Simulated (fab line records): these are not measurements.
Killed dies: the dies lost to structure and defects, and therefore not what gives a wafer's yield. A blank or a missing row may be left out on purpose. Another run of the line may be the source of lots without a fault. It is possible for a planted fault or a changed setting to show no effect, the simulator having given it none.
A struck lot beside a sound one	flow n5_finfet	37 out of 1938 route steps
Sound: wafers L308.3, L308.4, L308.5. The struck wafers were L320.1, L320.2, L320.5. The cause is named last.
For every step that has rows: the tool of each side, followed by ch and its chambers, followed by its first start. Under that, the readings that differ: sound wafers	struck wafers	difference of the means	sigmas: that difference in standard deviations of wafers without a fault.
alike: a reading whose means differ by less than 2 such deviations, as well as words and numbers matching on both sides. not compared: withheld readings; readings where some wafer has no value; bounds like >300 that might hide an equal value; numbers whose values overlap and for which the record gives no deviation.
The two part at a step that has a row with sigmas, a row that says differs or no value, or rows on one side only. Numbers that have no deviation but don't overlap get no sigmas and don't part them. Lack of a reading on every wafer of one side parts them only where that side has two or more wafers.

first, 12 steps without rows for these wafers: N5_GATE_CUT_HM_OPEN_40 (chemistry C4F6/O2, target SiO2, target depth 139 nm, time 85.1 s); N5_GATE_CUT_STRIP_41 (strips in CF4); N5_GATE_CUT_STRIP_42 (strips in O2); N5_GATE_CUT_ETCH_19 (etches SiNx in CH3F/O2, target depth 53.7 nm, time 76.7 s); N5_GATE_CUT_CUT_ETCH_53 (etches W in SF6/Cl2, target depth 79.2 nm); N5_GATE_CUT_CUT_ETCH_54 (etches TiN in Cl2/BCl3, target depth 96.7 nm); N5_GATE_CUT_CUT_ETCH_55 (etches HfO2 in BCl3, target depth 3.2 nm); N5_GATE_CUT_ETCH_47 (etches SiO2 in Cl2/BCl3, target depth 10 nm); N5_GATE_CUT_VAPOR_ETCH_48 (etches TiN in BCl3/Cl2); N5_GATE_CUT_VAPOR_ETCH_49 (etches TiAlC in BCl3/Cl2); N5_GATE_CUT_VAPOR_ETCH_51 (etches HfO2 in BCl3/Cl2); N5_GATE_CUT_STRIP_21 (strips in N2/H2, time 30 s).
N5_GATE_CUT_STRIP_29: strips in post etch residue remover, time 60 s.
  sound on wet_bench-02 ch 1,2,3, day 5 12:08; struck on wet_bench-01 ch 1,5,6, day 8 11:22
then, 23 steps without rows for these wafers: N5_GATE_CUT_SRD_52 (time 30 s); N5_GATE_CUT_ALD_22 (deposits SiNx, target thk 16 nm, pulse time 1 s, ald cycles 320); N5_GATE_CUT_CMP_23 (polishes, stops on SiO2, t overpolish 23.4 s, target thk 16 nm); N5_GATE_CUT_CMP_43 (polishes SiO2); N5_GATE_CUT_CMP_61 (polishes, stops on SiNx, t overpolish 3 s); N5_MOL_CONTACT_COAG_COAT_103 (time 60 s, resist thk 80 nm); N5_MOL_CONTACT_COAG_COAT_104 (time 60 s, resist thk 12 nm); N5_MOL_CONTACT_COAG_COAT_58 (time 60 s, resist thk 10 nm); N5_MOL_CONTACT_COAG_COAT_02 (resist thk 30 nm); N5_MOL_CONTACT_COAG_EBR_04; N5_MOL_CONTACT_COAG_SOFTBAKE_03 (time 60 s); N5_MOL_CONTACT_COAG_EXPOSE_05 (exposes mask CA, defocus 0 nm); N5_MOL_CONTACT_COAG_PEB_06 (peb time 60 s); N5_MOL_CONTACT_COAG_DEVELOP_07 (develop time 30 s); N5_MOL_CONTACT_COAG_DESCUM_13 (chemistry O2, time 7 s); N5_MOL_CONTACT_COAG_ETCH_59 (etches underlayer in N2/H2, target depth 13 nm, time 10.4 s); N5_MOL_CONTACT_COAG_ETCH_105 (etches SiARC in CF4, target depth 15.6 nm, time 26 s); N5_MOL_CONTACT_COAG_ETCH_106 (etches SOC in N2/H2, target depth 80 nm, overetch 16 nm, time 120 s); N5_MOL_CONTACT_COAG_STRIP_107 (strips in N2/H2); N5_MOL_CONTACT_COAG_STRIP_108 (strips in N2/H2); N5_MOL_CONTACT_COAG_CONTACT_ETCH_14 (etches SiO2 in C4F6/O2, target depth 27.5 nm, overetch 8.5 nm, time 20 s); N5_MOL_CONTACT_COAG_STRIP_109 (strips in C4F6/O2); N5_MOL_CONTACT_COAG_ETCH_15 (etches SiNx in CH3F/O2, stops on Si:P, target depth 7 nm).
-- here the record skips 8 days between the struck wafers' starts before and after, leaving off in module MOL_CONTACT_COAG and picking up in module PASSIVATION (first step shown: number 1936 of the route) --
N5_PASSIVATION_PROBE_49:
  rows exist in the record for the struck wafers here (prober-01, day 16 15:43), but not for the sound ones

## WHERE THEY PART
N5_PASSIVATION_PROBE_49 only, going by this record.

WHY: what had been put in by the simulator
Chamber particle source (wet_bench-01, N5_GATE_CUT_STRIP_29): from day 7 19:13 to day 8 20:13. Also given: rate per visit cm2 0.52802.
